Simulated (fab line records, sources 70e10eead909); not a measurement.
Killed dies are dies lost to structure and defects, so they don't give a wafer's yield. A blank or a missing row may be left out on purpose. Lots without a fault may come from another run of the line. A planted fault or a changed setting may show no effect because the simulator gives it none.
Which tool did it? | flow nand_harc | 13 lots, 36 wafers sampled, at 6 steps of a route of 1302

WHAT THE GAUGES READ, wafer by wafer
NHARC_A_SOURCE_PLATE_THK_MEAS_06: measures by ellipsometry.
lot  | measured     | on            | thk_nm (nm)
L411 | day 7 19:46  | film_metro-02 | 203.4 202.2 198.9
L415 | day 9 13:28  | film_metro-02 | 204.3 205.0 204.7
L416 | day 10 10:41 | film_metro-02 | 201.8 202.1
L417 | day 10 15:18 | film_metro-02 | 200.4 198.7
L418 | day 11 08:01 | film_metro-02 | 199.2 199.7
L425 | day 13 17:04 | film_metro-01 | 198.9 200.9 200.4
L424 | day 13 17:04 | film_metro-02 | 201.2 200.8 200.6
L426 | day 14 12:11 | film_metro-01 | 203.8 204.6 201.6
L427 | day 14 17:44 | film_metro-02 | 203.1 199.3 199.8
L428 | day 15 03:49 | film_metro-01 | 199.7 202.3 201.8
L430 | day 16 01:11 | film_metro-02 | 199.7 201.1 200.7
L431 | day 16 11:01 | film_metro-01 | 199.1 202.4 202.6
L433 | day 17 15:25 | film_metro-02 | 196.3 198.8 196.6

NHARC_A_ONON_D1_THK_MEAS_02: measures by ellipsometry.
lot  | measured     | on            | thk_nm (nm)
L411 | day 7 20:26  | film_metro-02 | 1001 1000 1000
L415 | day 9 14:09  | film_metro-01 | 989 992 991
L416 | day 10 11:20 | film_metro-01 | 678 992
L417 | day 10 15:59 | film_metro-02 | 681 681
L418 | day 11 08:40 | film_metro-02 | 674 991
L425 | day 13 17:43 | film_metro-02 | 984 983 985
L424 | day 13 17:43 | film_metro-01 | 1007 1007 1006
L426 | day 14 12:54 | film_metro-02 | 1004 1002 1002
L427 | day 14 18:25 | film_metro-01 | 991 988 987
L428 | day 15 04:27 | film_metro-01 | 1005 1004 1006
L430 | day 16 01:52 | film_metro-01 | 1009 1008 1009
L431 | day 16 11:41 | film_metro-01 | 996 996 996
L433 | day 17 16:03 | film_metro-02 | 987 986 988

NHARC_END_SORT_01.
lot  | measured     | on        | killed_at_array | killed_at_other | killed_at_periphery | killed_dies | killed_open | killed_short
L416 | day 27 11:55 | prober-01 | 673 61          | 0 0             | 4 5                 | 677 66      | 7 2         | 2 2
L417 | day 27 07:39 | prober-02 | 671 675         | 1 0             | 5 2                 | 677 677     | 5 3         | 3 2
L418 | day 28 12:28 | prober-01 | 669 86          | 1 0             | 7 7                 | 677 93      | 3 3         | 4 2
L425 | day 30 10:07 | prober-01 | 61 44 45        | 0 0 1           | 3 2 2               | 64 46 48    | 5 0 4       | 2 1 1

WHICH TOOL RAN EACH LOT (tool, then ch and the chambers of the sampled wafers, then the start)
lot  | NHARC_P_BONDPAD_DEGAS_25     | NHARC_A_ZERO_WELL_ETCH_19          | NHARC_A_ONON_D1_DEP_00
L411 | pvd_sputter-01, day 6 19:58  | rie_diel-12 ch 0,1, day 6 23:07    | pecvd_onon-01 ch 0, day 7 19:59
L415 | pvd_sputter-03, day 8 12:46  | rie_diel-07 ch 0,1,2, day 8 15:55  | pecvd_onon-04 ch 0, day 9 13:42
L416 | pvd_sputter-03, day 9 06:20  | rie_diel-07 ch 0,1, day 9 09:34    | pecvd_onon-01 ch 0, day 10 10:56
L417 | pvd_sputter-01, day 9 14:38  | rie_diel-07 ch 0,3, day 9 17:49    | pecvd_onon-01 ch 0, day 10 15:35
L418 | pvd_sputter-03, day 10 04:30 | rie_diel-07 ch 0,1, day 10 07:39   | pecvd_onon-01 ch 0, day 11 08:20
L425 | pvd_sputter-02, day 12 17:25 | rie_diel-07 ch 2,3, day 12 20:35   | pecvd_onon-01 ch 0, day 13 17:19
L424 | pvd_sputter-01, day 12 18:28 | rie_diel-07 ch 0,2,3, day 12 21:40 | pecvd_onon-04 ch 0, day 13 17:16
L426 | pvd_sputter-03, day 13 09:47 | rie_diel-12 ch 0,1,2, day 13 12:52 | pecvd_onon-04 ch 0, day 14 12:22
L427 | pvd_sputter-01, day 13 18:05 | rie_diel-12 ch 1,2,3, day 13 21:08 | pecvd_onon-01 ch 0, day 14 17:58
L428 | pvd_sputter-01, day 14 00:43 | rie_diel-07 ch 1,3, day 14 03:53   | pecvd_onon-04 ch 0, day 15 03:56
L430 | pvd_sputter-03, day 15 00:58 | rie_diel-12 ch 0,2, day 15 04:08   | pecvd_onon-01 ch 0, day 16 01:25
L431 | pvd_sputter-01, day 15 09:47 | rie_diel-07 ch 1,2,3, day 15 12:57 | pecvd_onon-01 ch 0, day 16 11:10
L433 | pvd_sputter-01, day 16 12:37 | rie_diel-07 ch 0,1, day 16 15:46   | pecvd_onon-01 ch 0, day 17 15:32
- NHARC_P_BONDPAD_DEGAS_25: time 60 s.
- NHARC_A_ZERO_WELL_ETCH_19: etches the open film in N2/H2, target depth 80 nm, overetch 24 nm, time 87.88 s.
- NHARC_A_ONON_D1_DEP_00: target thk 1000 nm.

WHAT THE TOOLS THEMSELVES READ (means of the sampled wafers that have a number; where no wafer has one, the mark that the record gives instead)
NHARC_P_BONDPAD_DEGAS_25.
lot  | tool           | heater_power_w (W)
L411 | pvd_sputter-01 | 489
L415 | pvd_sputter-03 | 476
L416 | pvd_sputter-03 | 424
L417 | pvd_sputter-01 | 509
L418 | pvd_sputter-03 | 486
L425 | pvd_sputter-02 | 436
L424 | pvd_sputter-01 | 505
L426 | pvd_sputter-03 | 499
L427 | pvd_sputter-01 | 489
L428 | pvd_sputter-01 | 472
L430 | pvd_sputter-03 | 501
L431 | pvd_sputter-01 | 490
L433 | pvd_sputter-01 | 475

NHARC_A_ZERO_WELL_ETCH_19.
lot  | tool        | drypump_motor_current_A (A) | oes_product_au (a.u.) | rf_vpp_V (V) | showerhead_plenum_p_Torr (Torr) | throttle_valve_pct (%)
L411 | rie_diel-12 | 5.6                         | 1.006                 | 431.6        | 2.05                            | 14.166
L415 | rie_diel-07 | 5.8                         | 1.000                 | 431.2        | 2.08                            | 14.167
L416 | rie_diel-07 | 5.8                         | 0.998                 | 431.4        | 2.08                            | 14.177
L417 | rie_diel-07 | 6.2                         | 1.003                 | 429.1        | 2.04                            | 14.174
L418 | rie_diel-07 | 5.8                         | 1.002                 | 432.1        | 2.08                            | 14.181
L425 | rie_diel-07 | 6.2                         | 1.003                 | 429.5        | 1.98                            | 14.175
L424 | rie_diel-07 | 6.0                         | 0.997                 | 430.4        | 2.05                            | 14.177
L426 | rie_diel-12 | 5.4                         | 1.003                 | 430.4        | 2.03                            | 14.179
L427 | rie_diel-12 | 5.8                         | 0.989                 | 429.2        | 2.01                            | 14.175
L428 | rie_diel-07 | 6.2                         | 1.007                 | 428.6        | 1.96                            | 14.173
L430 | rie_diel-12 | 5.4                         | 0.997                 | 429.9        | 2.02                            | 14.183
L431 | rie_diel-07 | 6.0                         | 1.008                 | 429.3        | 2.01                            | 14.172
L433 | rie_diel-07 | 5.8                         | 1.001                 | 431.3        | 2.07                            | 14.172

NHARC_A_ONON_D1_DEP_00.
lot  | tool          | n2o_flow_sccm (sccm) | nh3_flow_sccm (sccm)
L411 | pecvd_onon-01 | 2004                 | 499.3
L415 | pecvd_onon-04 | 2000                 | 501.2
L416 | pecvd_onon-01 | 2005                 | 499.8
L417 | pecvd_onon-01 | 2000                 | 498.7
L418 | pecvd_onon-01 | 2004                 | 500.1
L425 | pecvd_onon-01 | 1995                 | 502.8
L424 | pecvd_onon-04 | 1994                 | 501.3
L426 | pecvd_onon-04 | 2000                 | 499.4
L427 | pecvd_onon-01 | 1994                 | 501.5
L428 | pecvd_onon-04 | 1999                 | 500.2
L430 | pecvd_onon-01 | 2000                 | 500.6
L431 | pecvd_onon-01 | 1996                 | 502.2
L433 | pecvd_onon-01 | 1996                 | 499.8

THE ANSWER, worked out from the rows above alone
Rule: what is usual is taken from the lots themselves. Put in order of their means at a reading, lots are off if they are a third of the lots or fewer, leave a main group of 4 or more, and stand apart from it by a gap of 3 or more times the standard deviation of the main group's means; of several such gaps the widest counts. A main group whose means are all the same, to the digits that the tables above print for the reading, isn't used. A lot without any number at a reading at which 4 lots or more have one is off too. The other lots that the step has rows for count as sound. The gauges are gone through in route order, then the tools' own readings, and for those a lot's mean is taken as printed above. The first step at which some lot is off is used, and at that step the reading that is off furthest; a lot without a number counts as furthest.
Off: L416, L417, L418, at NHARC_A_ONON_D1_THK_MEAS_02 (thk_nm). The main group: mean 997 nm, standard deviation 8.5.
A tool fits if, at a process step before that reading, it ran every lot that is off, and no sound lot after the first of them. The gauges at NHARC_A_ONON_D1_THK_MEAS_02 are tried like those tools. None of those tried fits.

WHAT THE SIMULATOR HAD PUT IN
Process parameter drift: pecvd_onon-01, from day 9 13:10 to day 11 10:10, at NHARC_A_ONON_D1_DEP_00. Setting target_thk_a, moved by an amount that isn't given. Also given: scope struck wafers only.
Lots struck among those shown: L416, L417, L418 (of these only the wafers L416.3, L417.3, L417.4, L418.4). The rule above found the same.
